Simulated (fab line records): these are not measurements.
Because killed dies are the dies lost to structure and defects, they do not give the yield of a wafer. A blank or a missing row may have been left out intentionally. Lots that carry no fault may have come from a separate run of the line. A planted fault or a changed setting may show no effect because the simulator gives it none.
Matching of chambers    flow n5_finfet    rie_diel-01 running N5_FIN_SAQP_HM_OPEN_73: 4 sister chambers
The step chemistry CHF3/O2, target SiO2, stops on a-Si, target depth 12 nm, time 16.8 s. 4 wafers are shown with their chamber, then 9 later ones without.

== WAFERS WITH THEIR CHAMBER ==
wafer   chamber  drypump_motor_current_A (A)
L089.6  2        5.1
L090.1  1        5.2
L090.3  3        5.8
L090.4  0        6.3

== WAFERS WITH NO CHAMBER GIVEN ==
wafer   drypump_motor_current_A (A)
L091.2  6.3
L091.3  5.7
L091.6  5.7
L095.2  5.2
L095.4  5.1
L095.6  5.2
L096.2  5.7
L096.3  5.2
L096.5  5.7

== THE CHAMBER EACH PASSED THROUGH ==
wafer   from the rows above      in truth
L091.2  0                        0
L091.3  3                        3
L091.6  3                        3
L095.2  can't be placed: 1 or 2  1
L095.4  can't be placed: 2 or 1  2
L095.6  can't be placed: 1 or 2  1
L096.2  3                        3
L096.3  can't be placed: 1 or 2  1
L096.5  3                        3
Placed correctly: 5 of 9. Unplaceable from these rows: 4, with the true chamber sitting among the candidates in 4. Placed wrongly: 0.
How it was worked out, from the rows above alone: a wafer's distance from a chamber is the root of the sum, over the readings, of the square of ((its reading less the chamber's mean) divided by the reading's scatter). The wafer belongs to the nearest chamber; if the next one is less than 2 further off, it can't be placed. For every chamber, the mean is computed from those of its wafers that are shown. The scatter: with one shown wafer a chamber, the root of the mean of the squares of how far each hidden wafer lies from its nearest shown one.
